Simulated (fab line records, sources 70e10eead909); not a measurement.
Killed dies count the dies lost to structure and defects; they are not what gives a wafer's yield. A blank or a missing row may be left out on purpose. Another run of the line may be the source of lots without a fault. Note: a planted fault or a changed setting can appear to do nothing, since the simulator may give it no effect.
The tool behind it: which one?	flow nand_harc	18 lots, 54 wafers sampled, at 6 steps of a route of 1302

== WHAT THE GAUGES READ, wafer by wafer ==
The record lacks any reading of a measuring or inspecting step that a usual standard deviation could be used to judge.

== WHICH TOOL RAN EACH LOT (tool, then ch and the chambers of the sampled wafers, then the start) ==
lot	NHARC_A_STAIRCASE_TRIM_222	NHARC_A_STAIRCASE_ETCH_236	NHARC_A_STAIRCASE_ETCH_451	NHARC_A_STAIRCASE_ETCH_313	NHARC_A_SGD_CUT_ETCH_58	NHARC_A_SGD_CUT_STRIP_17
L074	rie_diel-07 ch 0,1,3, day 17 06:30 or earlier	rie_diel-04 ch 0,1, day 17 06:30 or earlier	rie_diel-04 ch 0,1,2, day 17 06:30 or earlier	rie_diel-07 ch 1,3, day 17 06:30	rie_diel-08 ch 1,3, day 19 08:44	rie_diel-08 ch 0,1, no start
L077	rie_diel-10 ch 0,1,2, day 18 03:04 or earlier	rie_diel-04 ch 2,3, day 18 03:04 or earlier	rie_diel-04 ch 0,3, day 18 03:04 or earlier	rie_diel-04 ch 2,3, day 18 03:04	rie_diel-12 ch 0,2, day 20 09:40	rie_diel-12 ch 0,3, no start
L076	rie_diel-07 ch 0,1,2, day 18 03:37 or earlier	rie_diel-10 ch 0,1,2, day 18 03:37 or earlier	rie_diel-07 ch 0,1,2, day 18 03:37 or earlier	rie_diel-10 ch 0,1,2, day 18 03:37	rie_diel-09 ch 1,2,3, day 20 12:33	rie_diel-09 ch 1,2,3, no start
L078	rie_diel-10 ch 0,1, day 18 11:32 or earlier	rie_diel-10 ch 0,2, day 18 11:32 or earlier	rie_diel-04 ch 0,1,2, day 18 11:32 or earlier	rie_diel-04 ch 0,1,3, day 18 11:32	rie_diel-09 ch 0,2, day 20 09:50	rie_diel-09 ch 1,2,3, no start
L079	rie_diel-04 ch 1,2,3, day 18 14:20 or earlier	rie_diel-10 ch 1,2,3, day 18 14:20 or earlier	rie_diel-07 ch 0,2, day 18 14:20 or earlier	rie_diel-07 ch 0,2, day 18 14:20	rie_diel-09 ch 0,1,3, day 20 09:52	rie_diel-09 ch 1,2,3, no start
L080	rie_diel-10 ch 0,1,3, day 19 07:49 or earlier	rie_diel-10 ch 2,3, day 19 07:49 or earlier	rie_diel-07 ch 0,1,2, day 19 07:49 or earlier	rie_diel-10 ch 1,2, day 19 07:49	rie_diel-12 ch 0,1, day 21 06:58	rie_diel-12 ch 0,1,3, no start
L082	rie_diel-07 ch 0,1,2, day 19 19:19 or earlier	rie_diel-04 ch 1,2,3, day 19 19:19 or earlier	rie_diel-07 ch 1,2,3, day 19 19:19 or earlier	rie_diel-07 ch 0,1,3, day 19 19:19	rie_diel-12 ch 0,1,3, day 21 23:40	rie_diel-12 ch 1,3, no start
L081	rie_diel-10 ch 0,1,2, day 20 05:58 or earlier	rie_diel-04 ch 1,2,3, day 20 05:58 or earlier	rie_diel-07 ch 1,2,3, day 20 05:58 or earlier	rie_diel-07 ch 0,1,3, day 20 05:58	rie_diel-09 ch 1,2, day 22 10:43	rie_diel-09 ch 1,2, no start
L083	rie_diel-04 ch 0,2,3, day 20 19:47 or earlier	rie_diel-04 ch 1,2,3, day 20 19:47 or earlier	rie_diel-10 ch 0,2,3, day 20 19:47 or earlier	rie_diel-10 ch 0,1,3, day 20 19:47	rie_diel-08 ch 1,2,3, day 23 00:37	rie_diel-08 ch 0,1,2, no start
L085	rie_diel-04 ch 1,2,3, day 21 13:40 or earlier	rie_diel-10 ch 0,2, day 21 13:40 or earlier	rie_diel-07 ch 0,1, day 21 13:40 or earlier	rie_diel-10 ch 0,3, day 21 13:40	rie_diel-09 ch 0,3, day 23 14:49	rie_diel-09 ch 2,3, no start
L086	rie_diel-04 ch 2,3, day 21 16:05 or earlier	rie_diel-04 ch 0,3, day 21 16:05 or earlier	rie_diel-04 ch 0,2,3, day 21 16:05 or earlier	rie_diel-07 ch 1,2,3, day 21 16:05	rie_diel-09 ch 0,2,3, day 23 14:52	rie_diel-09 ch 0,2,3, no start
L089	rie_diel-10 ch 0,1,2, day 23 01:17 or earlier	rie_diel-10 ch 0,1,3, day 23 01:17 or earlier	rie_diel-04 ch 0,1,3, day 23 01:17 or earlier	rie_diel-07 ch 1,2,3, day 23 01:17	rie_diel-08 ch 0,1,2, day 25 03:55	rie_diel-08 ch 0,2,3, no start
L088	rie_diel-07 ch 2,3, day 23 02:34 or earlier	rie_diel-07 ch 0,1, day 23 02:34 or earlier	rie_diel-10 ch 2,3, day 23 02:34 or earlier	rie_diel-07 ch 1,2,3, day 23 02:34	rie_diel-12 ch 1,2,3, day 25 04:37	rie_diel-12 ch 0,1,2, no start
L092	rie_diel-07 ch 0,1,3, day 24 06:13 or earlier	rie_diel-07 ch 0,1,3, day 24 06:13 or earlier	rie_diel-10 ch 1,2,3, day 24 06:13 or earlier	rie_diel-07 ch 0,2,3, day 24 06:13	rie_diel-09 ch 1,2,3, day 26 08:22	rie_diel-09 ch 0,1,2, no start
L093	rie_diel-04 ch 0,1, day 25 03:43 or earlier	rie_diel-04 ch 0,3, day 25 03:43 or earlier	rie_diel-07 ch 1,2,3, day 25 03:43 or earlier	rie_diel-04 ch 0,1,3, day 25 03:43	rie_diel-08 ch 1,2, day 27 02:46	rie_diel-08 ch 2,3, no start
L096	rie_diel-10 ch 0,2,3, day 25 22:11 or earlier	rie_diel-04 ch 0,1,2, day 25 22:11 or earlier	rie_diel-04 ch 1,2,3, day 25 22:11 or earlier	rie_diel-04 ch 1,2,3, day 25 22:11	rie_diel-12 ch 0,2,3, day 28 05:22	rie_diel-12 ch 0,1,2, no start
L095	rie_diel-10 ch 0,2, day 26 08:56 or earlier	rie_diel-07 ch 0,1,3, day 26 08:56 or earlier	rie_diel-07 ch 1,2, day 26 08:56 or earlier	rie_diel-10 ch 1,3, day 26 08:56	rie_diel-09 ch 0,2, day 28 17:19	rie_diel-09 ch 0,1,3, no start
L097	rie_diel-04 ch 0,2, day 27 04:21 or earlier	rie_diel-07 ch 0,2, day 27 04:21 or earlier	rie_diel-04 ch 1,2,3, day 27 04:21 or earlier	rie_diel-07 ch 0,2, day 27 04:21	rie_diel-12 ch 0,1,2, day 29 10:48	rie_diel-12 ch 0,1,2, no start
- NHARC_A_STAIRCASE_TRIM_222: chemistry O2, time 211.2 s.
- NHARC_A_STAIRCASE_ETCH_236: etches the open film in C4F8/O2, target depth 100 nm, time 40.5 s.
- NHARC_A_STAIRCASE_ETCH_451: etches the open film in CF4/O2, target depth 30 nm, overetch 3 nm, time 16.5 s.
- NHARC_A_STAIRCASE_ETCH_313: etches the open film in CF4/CHF3.
- NHARC_A_SGD_CUT_ETCH_58: etches the open film in CF4, target depth 39 nm, time 65 s.
- NHARC_A_SGD_CUT_STRIP_17: strips in O2.

== AS READ BY THE TOOLS THEMSELVES (means over the sampled wafers that have a number; for cases with no such wafer, the mark the record gives instead) ==
NHARC_A_STAIRCASE_TRIM_222. Usual: drypump_motor_current_A 5.8 A, standard deviation 0.5; oes_product_au 1.002 a.u., standard deviation 0.007; rf_vpp_V 57.7 V, standard deviation 0.85; showerhead_plenum_p_Torr 3.47 Torr, standard deviation 0.13; throttle_valve_pct 17.038 %, standard deviation 0.0094.
lot	tool	drypump_motor_current_A (A)	oes_product_au (a.u.)	rf_vpp_V (V)	showerhead_plenum_p_Torr (Torr)	throttle_valve_pct (%)	flag
L074	rie_diel-07	6.1	1.010	58.3	3.53	17.032	
L077	rie_diel-10	5.8	1.004	57.9	3.43	17.033	
L076	rie_diel-07	6.0	1.002	57.9	3.56	17.029	
L078	rie_diel-10	5.6	1.002	57.6	3.45	17.033	
L079	rie_diel-04	5.7	1.006	57.9	3.45	17.036	
L080	rie_diel-10	5.7	0.997	58.2	3.45	17.043	
L082	rie_diel-07	6.0	1.010	57.5	3.55	17.037	
L081	rie_diel-10	5.9	1.004	57.2	3.42	17.032	
L083	rie_diel-04	5.5	0.996	57.9	3.60	17.052	
L085	rie_diel-04	5.7	1.001	57.9	3.44	17.041	
L086	rie_diel-04	5.9	1.002	57.9	3.48	17.033	
L089	rie_diel-10	5.8	0.996	57.8	3.41	17.040	
L088	rie_diel-07	6.1	1.009	58.3	3.42	17.035	
L092	rie_diel-07	6.1	0.997	58.1	3.51	17.035	
L093	rie_diel-04	4.8	1.005	57.2	3.59	17.043	
L096	rie_diel-10	5.9	1.004	58.4	3.40	17.038	
L095	rie_diel-10	6.1	0.996	57.4	3.37	17.031	
L097	rie_diel-04	5.4	0.999	58.0	3.52	17.035	

NHARC_A_STAIRCASE_ETCH_236. Usual: bias_w 1000.2 W, standard deviation 2.9; oes_product_au 0.946 a.u., standard deviation 0.0078; rf_fwd_power_W 592 W, standard deviation 3.3; rf_vpp_V 894 V, standard deviation 5.
lot	tool	bias_w (W)	oes_product_au (a.u.)	rf_fwd_power_W (W)	rf_vpp_V (V)	flag
L074	rie_diel-04	998.9	0.955	591	899	
L077	rie_diel-04	1001.5	0.942	591	897	
L076	rie_diel-10	1003.5	0.953	592	892	
L078	rie_diel-10	998.4	0.948	596	894	
L079	rie_diel-10	999.7	0.937	594	890	
L080	rie_diel-10	1000.2	0.946	593	891	
L082	rie_diel-04	999.9	0.941	592	893	
L081	rie_diel-04	999.7	0.940	593	893	
L083	rie_diel-04	1000.4	0.948	593	892	
L085	rie_diel-10	1001.6	0.952	593	891	
L086	rie_diel-04	1001.9	0.944	590	901	
L089	rie_diel-10	996.2	0.947	594	892	
L088	rie_diel-07	998.4	0.942	592	899	
L092	rie_diel-07	999.9	0.951	592	895	
L093	rie_diel-04	998.9	0.944	592	901	
L096	rie_diel-04	1000.0	0.939	592	894	
L095	rie_diel-07	1000.0	0.956	591	894	
L097	rie_diel-07	1000.5	0.944	586	896	

NHARC_A_STAIRCASE_ETCH_451. Usual: value, then standard deviation, for each; bias_w 100.0 W / 0.31; drypump_motor_current_A 5.7 A / 0.54; oes_product_au 1.000 a.u. / 0.0068; rf_fwd_power_W 294.2 W / 1.7; rf_vpp_V 197.4 V / 1.4; showerhead_plenum_p_Torr 1.31 Torr / 0.054; throttle_valve_pct 13.397 % / 0.0094.
lot	tool	bias_w (W)	drypump_motor_current_A (A)	oes_product_au (a.u.)	rf_fwd_power_W (W)	rf_vpp_V (V)	showerhead_plenum_p_Torr (Torr)	throttle_valve_pct (%)	flag
L074	rie_diel-04	99.8	5.1	1.001	295.2	197.6	1.33	13.393	
L077	rie_diel-04	100.1	5.1	1.003	292.7	199.1	1.41	13.394	
L076	rie_diel-07	100.0	6.0	0.995	294.7	198.5	1.35	13.403	
L078	rie_diel-04	100.4	5.1	0.989	293.6	196.9	1.33	13.398	
L079	rie_diel-07	100.1	6.1	0.997	292.4	197.9	1.35	13.385	
L080	rie_diel-07	100.0	6.0	1.000	293.4	198.8	1.34	13.395	
L082	rie_diel-07	99.8	5.9	1.001	293.3	197.7	1.30	13.402	
L081	rie_diel-07	100.4	5.9	0.997	293.2	197.0	1.30	13.395	
L083	rie_diel-10	100.0	5.9	0.999	294.9	196.6	1.29	13.405	
L085	rie_diel-07	99.9	6.2	0.998	293.5	198.5	1.37	13.392	
L086	rie_diel-04	100.0	5.5	1.010	293.4	198.2	1.36	13.404	
L089	rie_diel-04	99.9	5.2	0.995	293.6	198.6	1.34	13.395	
L088	rie_diel-10	100.1	5.6	1.002	295.0	196.9	1.27	13.392	
L092	rie_diel-10	100.0	5.6	0.999	294.4	196.6	1.27	13.394	
L093	rie_diel-07	100.0	5.9	1.004	294.1	197.4	1.30	13.385	
L096	rie_diel-04	99.7	5.6	0.999	295.0	197.2	1.29	13.399	
L095	rie_diel-07	99.9	5.8	0.995	294.1	197.8	1.31	13.401	
L097	rie_diel-04	100.0	5.6	0.996	294.7	196.5	1.29	13.404	

NHARC_A_STAIRCASE_ETCH_313. Usual: value, then standard deviation, for each; bias_w 200.0 W / 0.55; drypump_motor_current_A 5.8 A / 0.5; oes_product_au 0.936 a.u. / 0.019; rf_fwd_power_W 496.6 W / 1.8; rf_vpp_V 369.9 V / 2.2; showerhead_plenum_p_Torr 1.55 Torr / 0.06; throttle_valve_pct 16.803 % / 0.009.
lot	tool	bias_w (W)	drypump_motor_current_A (A)	oes_product_au (a.u.)	rf_fwd_power_W (W)	rf_vpp_V (V)	showerhead_plenum_p_Torr (Torr)	throttle_valve_pct (%)	flag
L074	rie_diel-07	200.1	6.0	0.936	496.3	369.0	1.53	16.804	
L077	rie_diel-04	199.7	6.1	0.931	497.2	371.2	1.58	16.803	
L076	rie_diel-10	199.8	5.8	0.931	497.6	368.9	1.53	16.810	
L078	rie_diel-04	199.6	5.2	0.918	497.0	370.4	1.59	16.805	
L079	rie_diel-07	200.6	6.1	0.930	495.6	370.9	1.59	16.801	
L080	rie_diel-10	200.3	5.6	0.978	495.5	367.9	1.49	16.807	
L082	rie_diel-07	199.6	6.1	0.926	494.4	369.6	1.57	16.799	
L081	rie_diel-07	200.1	6.1	0.931	497.5	370.1	1.57	16.808	
L083	rie_diel-10	200.0	5.7	0.922	498.3	368.2	1.53	16.801	
L085	rie_diel-10	200.0	6.1	0.931	498.7	370.4	1.55	16.806	
L086	rie_diel-07	200.3	5.9	0.968	496.0	369.0	1.53	16.806	
L089	rie_diel-07	200.4	5.9	0.931	494.7	369.7	1.53	16.805	
L088	rie_diel-07	199.9	5.9	0.921	496.4	368.1	1.53	16.811	
L092	rie_diel-07	200.1	6.1	0.927	495.5	370.6	1.57	16.808	
L093	rie_diel-04	200.6	5.3	0.931	497.6	371.5	1.57	16.795	
L096	rie_diel-04	200.2	5.6	0.926	496.9	369.0	1.52	16.812	
L095	rie_diel-10	200.2	5.3	0.975	497.2	368.5	1.51	16.802	
L097	rie_diel-07	199.6	6.3	0.925	496.4	372.4	1.61	16.807	

NHARC_A_SGD_CUT_ETCH_58. Usual: value, then standard deviation, for each; bias_w 99.96 W / 0.29; drypump_motor_current_A 5.9 A / 0.47; oes_product_au 1.000 a.u. / 0.0071; rf_fwd_power_W 297.3 W / 1.1; rf_vpp_V 151.0 V / 1.5; showerhead_plenum_p_Torr 1.75 Torr / 0.082; throttle_valve_pct 13.284 % / 0.0097.
lot	tool	bias_w (W)	drypump_motor_current_A (A)	oes_product_au (a.u.)	rf_fwd_power_W (W)	rf_vpp_V (V)	showerhead_plenum_p_Torr (Torr)	throttle_valve_pct (%)	flag
L074	rie_diel-08	99.94	6.5	0.994	296.8	152.6	1.81	13.281	
L077	rie_diel-12	100.23	5.7	0.997	298.7	149.2	1.71	13.281	
L076	rie_diel-09	100.14	5.9	0.991	297.3	151.7	1.80	13.272	
L078	rie_diel-09	100.10	5.6	0.996	296.9	151.3	1.77	13.280	
L079	rie_diel-09	100.15	5.9	1.004	297.6	150.7	1.74	13.286	
L080	rie_diel-12	99.91	6.4	1.002	297.3	151.2	1.74	13.287	
L082	rie_diel-12	100.01	5.9	0.999	297.4	151.3	1.71	13.283	
L081	rie_diel-09	99.72	5.7	0.997	297.2	150.8	1.78	13.287	
L083	rie_diel-08	99.89	6.2	1.005	296.5	151.5	1.80	13.286	
L085	rie_diel-09	99.87	6.0	1.011	297.4	151.7	1.81	13.282	
L086	rie_diel-09	99.91	5.8	1.006	298.0	151.5	1.79	13.287	
L089	rie_diel-08	100.23	6.2	0.995	296.6	151.3	1.72	13.286	
L088	rie_diel-12	100.06	5.6	1.002	296.6	150.3	1.70	13.286	
L092	rie_diel-09	100.04	5.9	1.000	298.4	152.5	1.80	13.289	
L093	rie_diel-08	99.70	6.2	1.006	295.4	151.5	1.75	13.284	
L096	rie_diel-12	99.80	5.4	1.008	296.6	150.7	1.69	13.289	
L095	rie_diel-09	99.98	5.6	1.003	298.0	150.6	1.77	13.287	
L097	rie_diel-12	99.86	5.9	1.000	297.8	150.7	1.72	13.284	

NHARC_A_SGD_CUT_STRIP_17. Usual: drypump_motor_current_A 5.9 A, standard deviation 0.45; oes_product_au 1.001 a.u., standard deviation 0.0077; rf_vpp_V 57.8 V, standard deviation 0.88; showerhead_plenum_p_Torr 3.50 Torr, standard deviation 0.17; throttle_valve_pct 17.037 %, standard deviation 0.0095.
lot	tool	drypump_motor_current_A (A)	oes_product_au (a.u.)	rf_vpp_V (V)	showerhead_plenum_p_Torr (Torr)	throttle_valve_pct (%)	flag
L074	rie_diel-08	6.2	1.003	58.2	3.40	17.029	
L077	rie_diel-12	5.4	1.003	57.5	3.34	17.049	
L076	rie_diel-09	5.9	1.001	57.2	3.60	17.032	
L078	rie_diel-09	5.9	0.997	57.8	3.60	17.027	
L079	rie_diel-09	5.9	1.003	58.3	3.60	17.031	
L080	rie_diel-12	5.9	1.004	57.8	3.40	17.041	
L082	rie_diel-12	6.1	1.003	58.2	3.42	17.038	
L081	rie_diel-09	5.9	1.008	56.9	3.45	17.041	
L083	rie_diel-08	6.2	0.982	57.7	3.44	17.032	
L085	rie_diel-09	6.0	1.004	57.8	3.74	17.035	
L086	rie_diel-09	5.8	1.008	58.2	3.58	17.046	
L089	rie_diel-08	5.9	0.999	58.1	3.51	17.036	
L088	rie_diel-12	5.9	0.997	57.6	3.43	17.037	
L092	rie_diel-09	5.7	0.997	57.4	3.43	17.043	
L093	rie_diel-08	5.9	1.009	58.2	3.56	17.034	
L096	rie_diel-12	5.9	0.994	57.8	3.43	17.042	
L095	rie_diel-09	5.9	1.005	58.0	3.47	17.042	
L097	rie_diel-12	5.9	0.997	57.7	3.43	17.038	

== THE ANSWER, worked out from the rows above alone ==
Rule: a lot is off if the mean of its wafers that have a number lies more than 3 standard deviations from the usual mean. Also off: a lot with no number at a reading for which 4 or more lots have one. Where the step has rows for the other lots, those lots are counted as sound. After the gauges, taken in route order, come the tools' own readings; for these a lot's mean is taken, as printed above. At the first step where some lot is off, the reading lying furthest off is the one used; lots without a number count as furthest.
Nothing can be told from this: no lot is off at any reading shown.

== WHAT HAD BEEN PUT IN BY THE SIMULATOR ==
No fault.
